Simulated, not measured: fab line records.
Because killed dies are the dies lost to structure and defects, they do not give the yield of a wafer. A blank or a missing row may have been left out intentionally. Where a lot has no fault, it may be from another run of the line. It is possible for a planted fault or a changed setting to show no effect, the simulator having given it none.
fab line records	flow nandHarc	part 2 of 2: steps 5 to 6 of 6
record: lots: 23	wafers: 69	lastDay: 24
route steps=1159 shown A_STAIRCASE@599
lots with no fault: from the same line, run without faults
startH: hours from the record's first day to the start of the lot's first wafer shown	waitH: hours from the lot's prior step to this one	" same as the row above	L1.1+2: several wafers, shown together as one row	- either no value or no given start	* or withheld: withheld	< > ~ a bound
route shown NAME@n: a module of which the file shows steps, and the number in the route of the first	usual: mean/standard deviation of fault-free wafers	same: alike in all rows	chamber/n: place in a boat	sites: readings site by site	_std_site: the values' standard deviation	_edge_site: outer sites' mean less inner sites'	radiusMm: how far each site lies from the wafer's centre	mask NAME#n: copy n	behind: the tool/chamber that last shaped the wafer	hold: why the lot was held/for how many hours/how that ended	device: the n, p or np transistor that did not switch	end of line: tests run on the same wafers once the route is complete	a step without rows: its recipe alone	killed: the dies lost at the first sort to structure and to defects; this is not the yield of the wafer	map: per-die view of a wafer (x killed, . not killed, _ where there is no die)
set.NAME: the setting that was run; set.NAME@STEP: the one run at that earlier step	model.NAME: the simulator's own value behind a step, which no gauge read
the route's steps for a sample of lots (tables are steps, rows are wafers)
services: a tool's chamber out of use, with start hour (startH, from the record's first day; less than 0 if before it), hours out, and reason
== steps ==
step: NHARC_A_STAIRCASE_ETCH_453
recipe: targetDepthA: 300	overetchA: 30	timeS: 16.5	ionEnergyEv: 100	cf4FlowSccm: 80	o2FlowSccm: 20	arFlowSccm: 0	rfW: 300	biasW: 100	chemistry: CF4/O2
usual: cf4FlowSccm: 80.00/0.22	drypumpMotorCurrentA: 5.7/0.55	mfcArSccm: 0.003/0.0037	oesProductAu: 0.997/0.009	rfVppV: 198.2/1.5	showerheadPlenumPTorr: 1.36/0.067	throttleValvePct: 13.397/0.0086
lot.wafer	tool	chamber	startH	waitH	cf4FlowSccm	drypumpMotorCurrentA	mfcArSccm	oesProductAu	rfHoursCounterH	rfVppV	showerheadPlenumPTorr	throttleValvePct
L076.4	rieDiel-13	2	-	-	80.08	5.8	0.009	1.005	-	199.2	1.43	13.386
L076.5	"	3	"	"	80.24	5.2	0	0.997	-	197.1	1.32	13.395
L076.6	"	1	"	"	80.38	6.0	0.008	1.012	-	197.3	1.26	13.389
L078.1	rieDiel-05	1	-	-	80.19	5.3	0	0.989	42	199.2	1.44	13.402
L078.6	"	2	"	"	79.86	6.3	0	1.005	-	199.4	1.37	13.401
L078.5	"	3	"	"	80.11	6.3	0	1.000	-	197.5	1.31	13.404
L077.1	rieDiel-07	2	-	-	79.79	6.6	0	1.008	13	198.1	1.32	13.405
L077.4	"	3	"	"	80.30	5.1	0	0.998	12	198.9	1.35	13.407
L077.6	"	2	"	"	79.86	6.6	0	1.015	-	197.4	1.32	13.401
L075.3	rieDiel-07	0	-	-	79.87	5.1	0	0.992	13	199.9	1.44	13.393
L075.1	"	1	"	"	80.43	4.9	0	0.990	14	197.1	1.36	13.392
L075.6	"	3	"	"	79.81	5.1	0	0.999	-	197.3	1.35	13.397
L079.1	rieDiel-07	1	-	-	80.04	4.9	0	0.991	15	199.0	1.36	13.410
L079.2	"	0	"	"	79.80	5.1	0	0.988	15	200.7	1.44	13.407
L079.6	"	2	"	"	79.91	6.6	0	1.009	-	196.1	1.32	13.403
L082.1	rieDiel-13	2	-	-	79.83	5.8	0.009	0.994	10	199.3	1.43	13.405
L082.4	"	1	"	"	80.46	5.9	0.008	1.003	11	195.9	1.26	13.402
L082.6	"	2	"	"	79.88	5.8	0.009	0.992	-	199.2	1.43	13.397
L084.2	rieDiel-07	2	-	-	80.18	6.6	0	1.004	25	196.4	1.32	13.398
L084.4	"	0	"	"	79.99	5.0	0	0.992	24	199.5	1.44	13.409
L084.6	"	1	"	"	79.97	4.9	0	0.978	-	199.6	1.36	13.408
L081.2	rieDiel-13	3	-	-	79.93	5.2	0	0.995	11	197.2	1.31	13.404
L081.3	"	0	"	"	79.89	6.3	0.003	1.004	11	200.2	1.44	13.395
L081.6	"	0	"	"	80.28	6.3	0.003	0.994	-	199.3	1.44	13.403
L080.3	rieDiel-07	0	-	-	79.95	5.1	0	0.998	25	201.9	1.44	13.394
L080.1	"	2	"	"	80.52	6.6	0	1.007	26	197.2	1.32	13.406
L080.5	"	3	"	"	79.82	5.1	0	0.998	-	198.9	1.35	13.400
L083.2	rieDiel-05	2	-	-	79.88	6.3	0	1.008	59	198.2	1.36	13.385
L083.1	"	3	"	"	80.29	6.3	0	0.995	51	196.8	1.30	13.396
L083.6	"	1	"	"	79.83	5.2	0	0.998	-	200.2	1.43	13.406
L087.4	rieDiel-13	1	-	-	79.84	6.0	0.008	1.003	21	196.4	1.25	13.392
L087.1	"	3	"	"	80.44	5.2	0	0.993	20	196.8	1.31	13.397
L087.6	"	1	"	"	79.81	6.0	0.008	1.006	-	196.5	1.25	13.402
L086.2	rieDiel-13	2	-	-	79.87	5.8	0.009	1.001	23	199.1	1.43	13.415
L086.1	"	0	"	"	80.02	6.3	0.003	0.999	22	199.5	1.44	13.398
L086.5	"	3	"	"	79.73	5.2	0	1.004	-	197.6	1.31	13.385
L088.2	rieDiel-13	2	-	-	79.60	5.8	0.009	0.991	25	199.2	1.43	13.394
L088.3	"	3	"	"	79.96	5.2	0	0.996	24	197.7	1.31	13.386
L088.6	"	0	"	"	79.86	6.3	0.003	0.990	-	200.9	1.44	13.390
L085.3	rieDiel-13	0	-	-	80.28	6.4	0.003	0.992	25	199.9	1.44	13.399
L085.1	"	1	"	"	80.15	5.9	0.008	1.003	25	196.2	1.25	13.379
L085.2	"	2	"	"	79.95	5.8	0.009	0.982	25	199.0	1.43	13.407
L089.1	rieDiel-05	2	-	-	80.14	6.3	0	1.020	1	197.3	1.36	13.401
L089.4	"	3	"	"	79.99	6.3	0	1.012	1	198.0	1.30	13.391
L089.6	"	2	"	"	80.25	6.2	0	1.008	-	199.2	1.36	13.410
L091.4	rieDiel-13	0	-	-	79.89	6.3	0.003	0.995	29	199.4	1.44	13.395
L091.5	"	1	"	"	79.99	5.9	0.008	0.989	-	195.3	1.25	13.387
L091.6	"	2	"	"	79.93	5.8	0.009	0.998	-	199.3	1.42	13.390
L090.3	rieDiel-07	3	-	-	80.07	5.1	0	0.993	45	197.2	1.34	13.395
L090.1	"	0	"	"	80.01	5.1	0	1.005	47	199.9	1.44	13.402
L090.6	"	1	"	"	79.87	4.9	0	0.985	-	198.1	1.35	13.379
L092.4	rieDiel-13	3	-	-	80.19	5.2	0	0.997	31	197.5	1.31	13.393
L092.3	"	2	"	"	79.89	5.9	0.009	0.995	31	198.5	1.42	13.394
L092.6	"	3	"	"	79.82	5.2	0	1.006	-	197.3	1.31	13.396
L093.2	rieDiel-13	3	-	-	80.15	5.2	0	1.001	32	197.3	1.31	13.394
L093.4	"	1	"	"	79.98	6.0	0.008	0.993	32	194.8	1.25	13.398
L093.3	"	2	"	"	80.42	5.9	0.009	0.980	32	199.4	1.42	13.394
L094.2	rieDiel-13	1	-	-	79.86	5.9	0.008	0.993	35	195.2	1.25	13.412
L094.1	"	3	"	"	80.01	5.2	0	1.011	35	196.8	1.31	13.404
L094.5	"	0	"	"	80.24	6.3	0.003	0.983	-	198.7	1.44	13.399
L095.1	rieDiel-13	0	-	-	79.78	6.3	0.003	0.990	36	200.2	1.44	13.387
L095.3	"	3	"	"	80.27	5.2	0	1.003	36	196.0	1.31	13.408
L095.6	"	0	"	"	79.80	6.3	0.003	0.989	-	200.4	1.44	13.397
L097.3	rieDiel-13	2	-	-	79.90	5.9	0.009	0.979	47	199.2	1.42	13.391
L097.4	"	3	"	"	80.27	5.2	0	1.002	44	196.9	1.31	13.385
L097.6	"	1	"	"	79.88	5.9	0.008	0.999	-	195.0	1.25	13.412
L096.1	rieDiel-13	3	-	-	79.92	5.2	0	1.005	44	197.2	1.31	13.414
L096.2	"	0	"	"	79.92	6.3	0.003	0.992	46	200.0	1.44	13.402
L096.6	"	2	"	"	80.06	5.8	0.009	0.975	-	199.0	1.42	13.375
step: NHARC_A_STAIRCASE_CMP_152
usual: motorCurrentA: 12.3/1.5
lot.wafer	tool	chamber	startH	waitH	motorCurrentA
L076.4	cmp-03	3	311.80	0.1	11.6
L076.6	"	0	"	"	11.6
L076.5	"	1	"	"	15.3
L075.1	cmp-04	1	322.19	0.1	10.8
L075.3	"	2	"	"	12.0
L075.6	"	0	"	"	13.4
L078.1	cmp-03	3	322.49	0.1	11.8
L078.6	"	2	"	"	14.0
L078.5	"	3	"	"	11.6
L077.4	cmp-03	3	322.74	0.1	12.0
L077.1	"	2	"	"	13.5
L077.6	"	0	"	"	11.1
L079.2	cmp-04	3	331.62	0.1	10.8
L079.1	"	0	"	"	13.0
L079.6	"	3	"	"	10.9
L082.1	cmp-04	1	355.88	0.1	10.3
L082.4	"	2	"	"	12.0
L082.6	"	0	"	"	14.0
L084.4	cmp-04	1	356.18	0.1	10.8
L084.2	"	2	"	"	11.8
L084.6	"	0	"	"	13.1
L081.2	cmp-03	2	359.96	0.1	14.0
L081.3	"	3	"	"	11.8
L081.6	"	2	"	"	14.1
L080.3	cmp-04	1	360.26	0.1	11.2
L080.1	"	0	"	"	13.7
L080.5	"	1	"	"	10.9
L083.1	cmp-03	3	360.39	0.1	12.3
L083.2	"	1	"	"	15.2
L083.6	"	0	"	"	11.7
L087.4	cmp-04	0	387.02	0.1	13.9
L087.1	"	2	"	"	12.0
L087.6	"	0	"	"	13.7
L088.3	cmp-03	1	388.42	0.1	14.7
L088.2	"	0	"	"	11.3
L088.6	"	2	"	"	14.1
L089.4	cmp-04	3	389.89	0.1	10.2
L089.1	"	1	"	"	10.6
L089.6	"	3	"	"	10.5
L085.1	cmp-04	2	390.02	0.1	12.0
L085.3	"	3	"	"	10.3
L085.2	"	0	"	"	13.2
L086.1	cmp-03	1	390.34	0.1	15.0
L086.2	"	3	"	"	12.1
L086.5	"	0	"	"	11.3
L090.1	cmp-03	0	400.67	0.1	11.9
L090.3	"	1	"	"	14.8
L090.6	"	3	"	"	12.5
L091.4	cmp-03	2	400.89	0.1	14.3
L091.5	"	2	"	"	13.7
L091.6	"	3	"	"	11.9
L093.3	cmp-03	2	412.88	0.1	13.4
L093.4	"	0	"	"	11.2
L093.2	"	1	"	"	15.4
L092.4	cmp-03	0	413.14	0.1	11.8
L092.3	"	2	"	"	14.0
L092.6	"	0	"	"	12.1
L095.1	cmp-03	1	422.94	0.1	14.5
L095.3	"	2	"	"	14.2
L095.6	"	3	"	"	11.3
L094.1	cmp-04	3	423.24	0.1	10.4
L094.2	"	0	"	"	13.9
L094.5	"	0	"	"	13.6
L096.1	cmp-02	1	446.62	0.1	11.5
L096.2	"	0	"	"	11.5
L096.6	"	1	"	"	11.1
L097.3	cmp-04	0	446.91	0.1	14.1
L097.4	"	1	"	"	10.9
L097.6	"	1	"	"	10.9
== services ==
tool	chamber	startH	hours	kind
cmp-02	-	231.48	1.1	repair
rieDiel-13	3	232.11	3.8	repair
cmp-04	-	232.61	1.9	repair
cmp-03	-	247.34	1.6	repair
cmp-03	-	254.10	4.0	pm
cmp-03	-	264.82	13.2	repair
rieDiel-13	-	276.08	9.0	pm
plasmaAsher-01	-	276.63	9.0	pm
plasmaAsher-01	-	295.72	9.0	repair
cmp-04	-	301.00	4.0	pm
rieDiel-05	-	321.33	2.1	repair
cmp-03	-	329.32	2.0	repair
rieDiel-05	0	337.34	6.3	repair
rieDiel-05	-	340.62	9.0	pm
cmp-03	-	352.26	4.0	pm
plasmaAsher-02	-	360.21	9.0	pm
rieDiel-07	3	379.10	4.6	repair
rieDiel-05	3	379.32	4.2	repair
rieDiel-13	3	390.10	4.1	repair
cmp-04	-	391.42	0.4	repair
cmp-04	-	394.50	0.7	repair
cmp-03	-	396.11	0.4	repair
cmp-04	-	399.00	4.0	pm
cmp-04	-	405.77	2.6	repair
